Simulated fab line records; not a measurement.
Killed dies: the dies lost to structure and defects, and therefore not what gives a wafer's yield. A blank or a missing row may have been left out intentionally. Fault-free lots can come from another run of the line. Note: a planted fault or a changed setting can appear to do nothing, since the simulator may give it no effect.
A lot that was struck, set against a sound lot | flow n5_finfet | 19 steps out of a route of 1938
Sound: these wafers, L627.1, L627.3, L627.6. Struck: wafers L619.1, L619.4, L619.6. At the end, the cause is stated.
Order at every step that has rows: each side's tool, ch and its chambers, its first start. Under that, the readings that differ: sound wafers | struck wafers | difference of the means | sigmas: that difference in standard deviations of wafers without a fault.
alike: same words and numbers on both sides, and readings whose means sit less than 2 such deviations apart. not compared: any withheld reading, any reading some wafer has no value for, any bound like >300 that may hide the same value, and any number with overlapping values for which the record gives no deviation.
A row with sigmas, a row that says differs or no value, or rows on one side alone: a step with any of these is where the two part. Numbers that have no deviation but don't overlap get no sigmas and don't part them. A reading that every wafer of one side lacks parts them only if that side has two wafers or more.

N5_BEOL_M9_ETCH_62: etches SOC in N2/H2, target depth 110 nm, overetch 22 nm, time 165 s.
  sound on rie_diel-06 ch 2,3, day 15 08:52; struck on rie_diel-05 ch 0,3, day 13 20:41
  reading                         | sound             | struck            | difference | sigmas
  rf_vpp_V (V)                    | 522.7 520.7 519.8 | 526.5 525.1 526.7 | +5.0       | +2
  showerhead_plenum_p_Torr (Torr) | 2.48 2.44 2.44    | 2.64 2.64 2.64    | +0.19      | +2
  alike: drypump_motor_current_A, oes_product_au, temp_c, throttle_valve_pct
  not compared: rf_hours_counter_h
then, 1 step without rows for these wafers: N5_BEOL_M9_STRIP_68 (strips in N2/H2).
N5_BEOL_M9_STRIP_67: strips in CF4.
  sound on rie_diel-06 ch 2,3, day 15 09:01; struck on rie_diel-05 ch 0,3, day 13 20:50
  reading                         | sound          | struck         | difference | sigmas
  showerhead_plenum_p_Torr (Torr) | 1.76 1.72 1.72 | 1.86 1.86 1.85 | +0.12      | +2
  alike: drypump_motor_current_A, oes_product_au, rf_vpp_V, throttle_valve_pct
  not compared: rf_hours_counter_h
N5_BEOL_M9_HM_OPEN_17: chemistry Cl2/BCl3, target TiN, target depth 20 nm, overetch 6 nm.
  sound on rie_metal-02 ch 0,1, day 15 09:03; struck on rie_metal-02 ch 0,1, day 13 20:52
  alike: drypump_motor_current_A, he_backside_leak_sccm, oes_product_au, throttle_valve_pct
  not compared: rf_hours_counter_h
N5_BEOL_M9_STRIP_19: strips in O2.
  sound on rie_diel-02 ch 0,1,2, day 15 09:10; struck on rie_diel-02 ch 0,1,3, day 13 20:59
  alike: drypump_motor_current_A, o2_flow_sccm, oes_product_au, rf_vpp_V, showerhead_plenum_p_Torr, temp_c, throttle_valve_pct
  not compared: rf_hours_counter_h
N5_BEOL_M9_CD_MEAS_18: pitch 140 nm, target cd 70 nm.
  sound on cd_sem-01 at day 15 09:14; struck on cd_sem-02 at day 13 21:03
  alike: cd_nm
then, 6 steps without rows for these wafers: N5_BEOL_M9_COAT_63 (time 60 s, resist thk 60 nm); N5_BEOL_M9_COAT_64 (time 60 s, resist thk 12 nm); N5_BEOL_M9_COAT_75 (time 60 s, resist thk 5 nm); N5_BEOL_M9_COAT_22 (resist thk 30 nm); N5_BEOL_M9_EBR_24; N5_BEOL_M9_SOFTBAKE_23 (time 60 s).
N5_BEOL_M9_EXPOSE_25: exposes mask V8.
  sound on euv_scanner-02 ch 0, day 15 10:11; struck on euv_scanner-01 ch 0, day 13 21:21
  reading                         | sound          | struck         | difference | sigmas
  model.BEOL_M9.overlay_x_nm (nm) | -0.6 -0.6 -0.6 | 11.4 11.4 11.4 | +12.0      |
  alike: mask, focus_offset_nm
then, 2 steps without rows for these wafers: N5_BEOL_M9_PEB_26 (peb time 60 s); N5_BEOL_M9_DEVELOP_27 (develop time 30 s).
N5_BEOL_M9_CD_MEAS_28: the cd target is 70 nm.
  sound on cd_sem-01 ch 0, day 15 10:19; struck on cd_sem-02 ch 0, day 13 21:29
  alike: cd_nm
N5_BEOL_M9_OVL_MEAS_29:
  sound on overlay-01 ch 0, day 15 10:20; struck on overlay-01 ch 0, day 13 21:31
  reading     | sound        | struck         | difference | sigmas
  V8_OVL (nm) | 0.6 0.5 -0.6 | 12.5 11.2 10.4 | +11.2      | +16
N5_BEOL_M9_INSPECT_30: inspects for defects (brightfield).
  sound on defect_inspect-01 at day 15 10:24; struck on defect_inspect-01 at day 13 21:34
  alike: raw_defect_count
N5_PASSIVATION_PROBE_49:
  sound wafers here have rows in the record (prober-01, day 18 04:29); struck ones have none

## WHERE THEY PART
Last at N5_PASSIVATION_PROBE_49 as far as this record goes, first at N5_BEOL_M9_ETCH_62.

WHY: what had been put in by the simulator
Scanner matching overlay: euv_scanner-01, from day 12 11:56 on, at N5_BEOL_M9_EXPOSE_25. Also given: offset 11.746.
